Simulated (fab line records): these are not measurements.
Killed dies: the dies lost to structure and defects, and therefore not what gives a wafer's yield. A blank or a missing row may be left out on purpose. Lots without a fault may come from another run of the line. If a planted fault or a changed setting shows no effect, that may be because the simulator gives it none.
A struck lot beside a sound one + flow n5Finfet + 14 out of 1938 route steps
Sound: these wafers, L911.1, L911.3, L911.4. Wafers struck: L914.1, L914.5, L914.6. The cause is named last.
At each step with rows: each side's tool, then ch and its chambers, then its first start. Under that, the readings that differ: sound wafers + struck wafers + difference of the means + sigmas: that difference in standard deviations of wafers without a fault.
alike: words and numbers the same on both sides, and readings whose means are apart by under 2 such deviations; not compared: readings that were withheld, readings missing a value for some wafer, numbers with overlapping values and no deviation given by the record, and bounds like >300 which may hide the same value.
A row with sigmas, a row that says differs or no value, or rows on one side alone: a step with any of these is where the two part. Numbers that have no deviation but don't overlap get no sigmas and don't part them. Lack of a reading on every wafer of one side parts them only where that side has two or more wafers.

N5_BEOL_M2_RS_MEAS_58: measurement is done with a four-point probe.
  struck on filmMetro-01, day 10 04:34; sound on filmMetro-02, day 9 04:49
  alike: M2_RS
N5_BEOL_M2_INSPECT_59: inspects for defects (darkfield).
  struck on defectInspect-02, day 10 04:35; sound on defectInspect-01, day 9 04:51
  alike: rawDefectCount
N5_BEOL_M3_ILD_DEP_00: deposits SiOC from DEMS/O2, target thk 79 nm, time 15.3 s.
  sound on pecvd-03 ch 0,2, day 9 04:54; struck on pecvd-03 ch 0,1, day 10 04:37
  alike: heaterPowerOuterW, heaterPowerW, showerheadPlenumPTorr, throttleValvePct
N5_BEOL_M3_THK_MEAS_01:
  struck on filmMetro-01, day 10 04:41; sound on filmMetro-01, day 9 04:58
  alike: M3_ILD_THK
N5_BEOL_M3_PECVD_72: deposits SiO2 from TEOS/O2, target thk 16 nm, time 18 s.
  sound on pecvd-03 ch 0,1,2, day 9 05:00; struck on pecvd-03 ch 0,1, day 10 04:44
  alike: heaterPowerOuterW, heaterPowerW, showerheadPlenumPTorr, throttleValvePct
N5_BEOL_M3_HM_DEP_02: deposits TiN, target thk 20 nm.
  struck on pvdSputter-02, day 10 05:35; sound on pvdSputter-01, day 9 06:01
  alike: chamberPressurePa, throttleValvePct
then, 6 steps without rows for these wafers: N5_BEOL_M3_COAT_61 (time 60 s, resist thk 60 nm); N5_BEOL_M3_COAT_62 (time 60 s, resist thk 12 nm); N5_BEOL_M3_COAT_73 (time 60 s, resist thk 5 nm); N5_BEOL_M3_COAT_05 (resist thk 30 nm); N5_BEOL_M3_EBR_07; N5_BEOL_M3_SOFTBAKE_06 (time 60 s).
N5_BEOL_M3_EXPOSE_08: exposes mask M3.
  struck on euvScanner-01, day 10 05:58; sound on euvScanner-02 ch 0, day 9 06:24
  no value came back on the struck wafers for dipoleOpeningDeg (degrees), exposureDoseMJCm2; on the sound wafers dipoleOpeningDeg (degrees) reads 79.7 79.7 79.7
  alike: mask
then, 1 step without rows for these wafers: N5_BEOL_M3_PEB_09 (peb time 60 s).

WHERE THEY PART
Only at N5_BEOL_M3_EXPOSE_08, within this record.

WHY: whatever the simulator had introduced
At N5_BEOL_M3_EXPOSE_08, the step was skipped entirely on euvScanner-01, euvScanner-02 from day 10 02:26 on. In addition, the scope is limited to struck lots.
